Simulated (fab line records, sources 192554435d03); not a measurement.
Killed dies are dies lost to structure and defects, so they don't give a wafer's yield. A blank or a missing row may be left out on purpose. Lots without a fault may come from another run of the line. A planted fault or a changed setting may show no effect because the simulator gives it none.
Which tool did it? | flow n5_finfet | 24 lots, 72 wafers sampled, at 4 steps of a route of 1938

WHAT THE GAUGES READ, wafer by wafer
N5_BEOL_M1_THK_MEAS_01.
lot  | measured     | on            | M1_ILD_THK (nm)
L074 | day 6 01:26  | film_metro-02 | 79.4 76.9 78.9
L075 | day 6 09:16  | film_metro-02 | 78.2 78.7 78.6
L076 | day 6 15:20  | film_metro-01 | 78.0 77.8 78.6
L077 | day 6 23:54  | film_metro-01 | 77.7 80.3 79.0
L078 | day 7 00:26  | film_metro-02 | 78.3 79.9 78.1
L079 | day 7 10:30  | film_metro-01 | 77.7 78.1 79.5
L080 | day 7 18:17  | film_metro-01 | 78.1 79.3 77.5
L082 | day 7 23:14  | film_metro-01 | 77.5 78.5 78.7
L081 | day 7 23:34  | film_metro-01 | 78.0 78.4 79.8
L083 | day 8 02:52  | film_metro-01 | 78.5 79.2 79.9
L084 | day 8 13:53  | film_metro-01 | 77.0 77.8 77.7
L085 | day 8 18:19  | film_metro-01 | 76.0 79.3 78.6
L086 | day 9 07:09  | film_metro-01 | 77.0 78.6 78.1
L087 | day 9 10:01  | film_metro-01 | 79.1 80.8 79.7
L088 | day 9 15:07  | film_metro-01 | 78.5 78.8 79.0
L089 | day 9 17:32  | film_metro-01 | 76.9 77.2 78.3
L090 | day 9 21:26  | film_metro-01 | 78.3 78.7 79.1
L091 | day 10 03:08 | film_metro-01 | 78.0 78.4 80.6
L092 | day 10 11:58 | film_metro-01 | 77.4 79.4 78.6
L093 | day 10 14:49 | film_metro-01 | 78.5 79.9 79.5
L094 | day 10 21:19 | film_metro-02 | 78.7 79.1 80.3
L095 | day 11 09:35 | film_metro-01 | 77.7 78.3 78.8
L096 | day 11 12:04 | film_metro-01 | 77.6 77.5 78.6
L097 | day 11 19:28 | film_metro-02 | 79.0 80.3 80.5

WHICH TOOL RAN EACH LOT (tool, then ch and the chambers of the sampled wafers, then the start)
lot  | N5_BEOL_M0_PRE_CLEAN_113     | N5_BEOL_M0_SURFACE_TREAT_137 | N5_BEOL_M0_SPUTTER_116
L074 | pvd_sputter-01, day 5 23:15  | pvd_sputter-03, day 5 23:39  | pvd_sputter-03, day 5 23:51
L075 | pvd_sputter-01, day 6 05:26  | pvd_sputter-01, day 6 07:24  | pvd_sputter-02, day 6 07:35
L076 | pvd_sputter-03, day 6 12:39  | pvd_sputter-02, day 6 13:01  | pvd_sputter-03, day 6 13:20
L077 | pvd_sputter-03, day 6 21:04  | pvd_sputter-02, day 6 21:24  | pvd_sputter-03, day 6 21:48
L078 | pvd_sputter-01, day 6 22:14  | pvd_sputter-01, day 6 22:37  | pvd_sputter-01, day 6 22:50
L079 | pvd_sputter-01, day 7 08:31  | pvd_sputter-01, day 7 08:48  | pvd_sputter-01, day 7 08:58
L080 | pvd_sputter-01, day 7 15:29  | pvd_sputter-03, day 7 15:50  | pvd_sputter-03, day 7 16:02
L082 | pvd_sputter-01, day 7 20:43  | pvd_sputter-01, day 7 21:01  | pvd_sputter-02, day 7 21:17
L081 | pvd_sputter-01, day 7 21:32  | pvd_sputter-02, day 7 21:50  | pvd_sputter-02, day 7 22:01
L083 | pvd_sputter-01, day 8 00:30  | pvd_sputter-01, day 8 00:49  | pvd_sputter-01, day 8 01:18
L084 | pvd_sputter-01, day 8 10:13  | pvd_sputter-03, day 8 10:48  | pvd_sputter-01, day 8 12:16
L085 | pvd_sputter-01, day 8 15:59  | pvd_sputter-01, day 8 16:34  | pvd_sputter-02, day 8 16:47
L086 | pvd_sputter-02, day 9 04:59  | pvd_sputter-02, day 9 05:19  | pvd_sputter-03, day 9 05:34
L087 | pvd_sputter-02, day 9 07:50  | pvd_sputter-02, day 9 08:09  | pvd_sputter-03, day 9 08:22
L088 | pvd_sputter-03, day 9 12:35  | pvd_sputter-03, day 9 12:56  | pvd_sputter-03, day 9 13:23
L089 | pvd_sputter-03, day 9 14:28  | pvd_sputter-02, day 9 14:46  | pvd_sputter-01, day 9 15:59
L090 | pvd_sputter-01, day 9 17:23  | pvd_sputter-01, day 9 17:41  | pvd_sputter-01, day 9 19:53
L091 | pvd_sputter-02, day 10 00:38 | pvd_sputter-02, day 10 00:56 | pvd_sputter-03, day 10 01:10
L092 | pvd_sputter-02, day 10 07:42 | pvd_sputter-03, day 10 08:06 | pvd_sputter-01, day 10 09:49
L093 | pvd_sputter-01, day 10 11:26 | pvd_sputter-02, day 10 12:47 | pvd_sputter-02, day 10 13:04
L094 | pvd_sputter-03, day 10 19:04 | pvd_sputter-01, day 10 19:31 | pvd_sputter-01, day 10 19:47
L095 | pvd_sputter-02, day 11 05:04 | pvd_sputter-02, day 11 05:22 | pvd_sputter-02, day 11 05:32
L096 | pvd_sputter-03, day 11 09:47 | pvd_sputter-03, day 11 10:07 | pvd_sputter-03, day 11 10:26
L097 | pvd_sputter-01, day 11 17:19 | pvd_sputter-01, day 11 17:40 | pvd_sputter-02, day 11 17:55
- N5_BEOL_M0_PRE_CLEAN_113: time 30 s.
- N5_BEOL_M0_SURFACE_TREAT_137
- N5_BEOL_M0_SPUTTER_116: material Cu, target thk 4 nm, time 7.37 s.

WHAT THE TOOLS THEMSELVES READ (means of the sampled wafers that have a number; where no wafer has one, the mark that the record gives instead)
N5_BEOL_M0_PRE_CLEAN_113.
lot  | tool           | heater_power_w (W)
L074 | pvd_sputter-01 | 330
L075 | pvd_sputter-01 | 301
L076 | pvd_sputter-03 | 305
L077 | pvd_sputter-03 | 323
L078 | pvd_sputter-01 | 344
L079 | pvd_sputter-01 | 322
L080 | pvd_sputter-01 | 306
L082 | pvd_sputter-01 | 321
L081 | pvd_sputter-01 | 322
L083 | pvd_sputter-01 | 325
L084 | pvd_sputter-01 | 308
L085 | pvd_sputter-01 | 324
L086 | pvd_sputter-02 | 304
L087 | pvd_sputter-02 | 292
L088 | pvd_sputter-03 | 316
L089 | pvd_sputter-03 | 310
L090 | pvd_sputter-01 | 328
L091 | pvd_sputter-02 | 336
L092 | pvd_sputter-02 | 295
L093 | pvd_sputter-01 | 302
L094 | pvd_sputter-03 | 316
L095 | pvd_sputter-02 | 349
L096 | pvd_sputter-03 | 299
L097 | pvd_sputter-01 | 320

N5_BEOL_M0_SPUTTER_116.
lot  | tool           | chamber_pressure_pa (Pa) | throttle_valve_pct (%)
L074 | pvd_sputter-03 | 0.07008                  | 29.9
L075 | pvd_sputter-02 | 0.06982                  | 30.9
L076 | pvd_sputter-03 | 0.07008                  | 29.9
L077 | pvd_sputter-03 | 0.07001                  | 29.2
L078 | pvd_sputter-01 | 0.06991                  | 29.3
L079 | pvd_sputter-01 | 0.07005                  | 30.9
L080 | pvd_sputter-03 | 0.07007                  | 29.8
L082 | pvd_sputter-02 | 0.07000                  | 30.8
L081 | pvd_sputter-02 | 0.06992                  | 30.4
L083 | pvd_sputter-01 | 0.06997                  | 30.1
L084 | pvd_sputter-01 | 0.06988                  | 30.7
L085 | pvd_sputter-02 | 0.07005                  | 30.4
L086 | pvd_sputter-03 | 0.06985                  | 29.1
L087 | pvd_sputter-03 | 0.06998                  | 29.5
L088 | pvd_sputter-03 | 0.06999                  | 29.5
L089 | pvd_sputter-01 | 0.07006                  | 30.1
L090 | pvd_sputter-01 | 0.07018                  | 30.3
L091 | pvd_sputter-03 | 0.06995                  | 29.2
L092 | pvd_sputter-01 | 0.06985                  | 30.7
L093 | pvd_sputter-02 | 0.06990                  | 29.8
L094 | pvd_sputter-01 | 0.06989                  | 30.9
L095 | pvd_sputter-02 | 0.06998                  | 30.2
L096 | pvd_sputter-03 | 0.07006                  | 29.8
L097 | pvd_sputter-02 | 0.06998                  | 30.6

THE ANSWER, worked out from the rows above alone
Rule: what is usual is taken from the lots themselves. Put in order of their means at a reading, lots are off if they are a third of the lots or fewer, leave a main group of 4 or more, and stand apart from it by a gap of 3 or more times the standard deviation of the main group's means; of several such gaps the widest counts. A main group whose means are all the same, to the digits that the tables above print for the reading, isn't used. A lot without any number at a reading at which 4 lots or more have one is off too. The other lots that the step has rows for count as sound. The gauges are gone through in route order, then the tools' own readings, and for those a lot's mean is taken as printed above. The first step at which some lot is off is used, and at that step the reading that is off furthest; a lot without a number counts as furthest.
No lot is off at any reading shown: from this, nothing can be told.

WHAT THE SIMULATOR HAD PUT IN
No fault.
